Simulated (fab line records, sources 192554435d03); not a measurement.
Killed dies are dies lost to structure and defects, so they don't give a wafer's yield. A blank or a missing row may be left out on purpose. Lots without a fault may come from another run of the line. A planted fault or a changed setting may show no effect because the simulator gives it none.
Chamber matching | flow n5_finfet | N5_BEOL_M0_CO_CAP_123 on cvd_co-01: 3 sister chambers
The step material Co, precursor CCTBA/H2, target thk 2 nm, time 102.1 s. 39 wafers are shown with their chamber, then 12 later ones without.

WAFERS WITH THEIR CHAMBER
wafer  | chamber | heater_power_w (W)
L074.3 | 1       | 224
L074.5 | 1       | 224
L074.6 | 2       | 269
L075.2 | 0       | 221
L075.5 | 0       | 213
L075.6 | 1       | 218
L076.1 | 1       | 223
L076.4 | 1       | 226
L076.6 | 0       | 220
L077.2 | 1       | 226
L077.3 | 2       | 275
L077.4 | 0       | 219
L079.1 | 2       | 267
L079.2 | 1       | 222
L079.3 | 0       | 211
L079.4 | 2       | 273
L079.5 | 1       | 222
L079.6 | 0       | 216
L081.2 | 1       | 219
L081.4 | 1       | 221
L081.6 | 2       | 266
L082.2 | 0       | 216
L082.3 | 2       | 272
L082.6 | 1       | 218
L083.1 | 1       | 225
L083.3 | 2       | 266
L083.6 | 0       | 221
L084.1 | 0       | 218
L084.2 | 2       | 272
L084.5 | 0       | 215
L089.1 | 1       | 224
L089.3 | 2       | 267
L089.4 | 1       | 230
L090.1 | 1       | 223
L090.2 | 0       | 213
L090.3 | 2       | 265
L090.4 | 1       | 224
L090.5 | 0       | 214
L090.6 | 2       | 270

SIGNATURES (means of the wafers above)
reading        | chamber 0 | chamber 1 | chamber 2 | scatter within a chamber
heater_power_w | 216.42    | 223.06    | 269.27    | 3.27
Rule: a wafer's distance from a chamber is the root of the sum, over the readings, of the square of ((its reading less the chamber's mean) divided by the reading's scatter). The wafer belongs to the nearest chamber; if the next one is less than 2 further off, it can't be placed. The scatter: the root of (the sum of the squares of (reading less its chamber's mean) over the shown wafers, divided by (wafers less chambers)).

WAFERS WITHOUT THEIR CHAMBER
wafer  | heater_power_w (W)
L092.1 | 276
L092.2 | 225
L092.3 | 216
L092.4 | 216
L092.5 | 266
L092.6 | 235
L095.3 | 219
L095.5 | 215
L095.6 | 219
L096.2 | 210
L096.3 | 216
L096.5 | 226

WHICH CHAMBER EACH WENT THROUGH
wafer  | from the rows above     | in truth
L092.1 | 2                       | 2
L092.2 | 1                       | 1
L092.3 | 0                       | 0
L092.4 | 0                       | 0
L092.5 | 2                       | 2
L092.6 | 1                       | 1
L095.3 | can't be placed: 0 or 1 | 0
L095.5 | 0                       | 0
L095.6 | can't be placed: 0 or 1 | 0
L096.2 | 0                       | 0
L096.3 | 0                       | 0
L096.5 | 1                       | 1
Placed correctly: 10 of 12. Can't be placed from these rows: 2 (the true chamber is among the candidates in 2). Placed wrongly: 0.
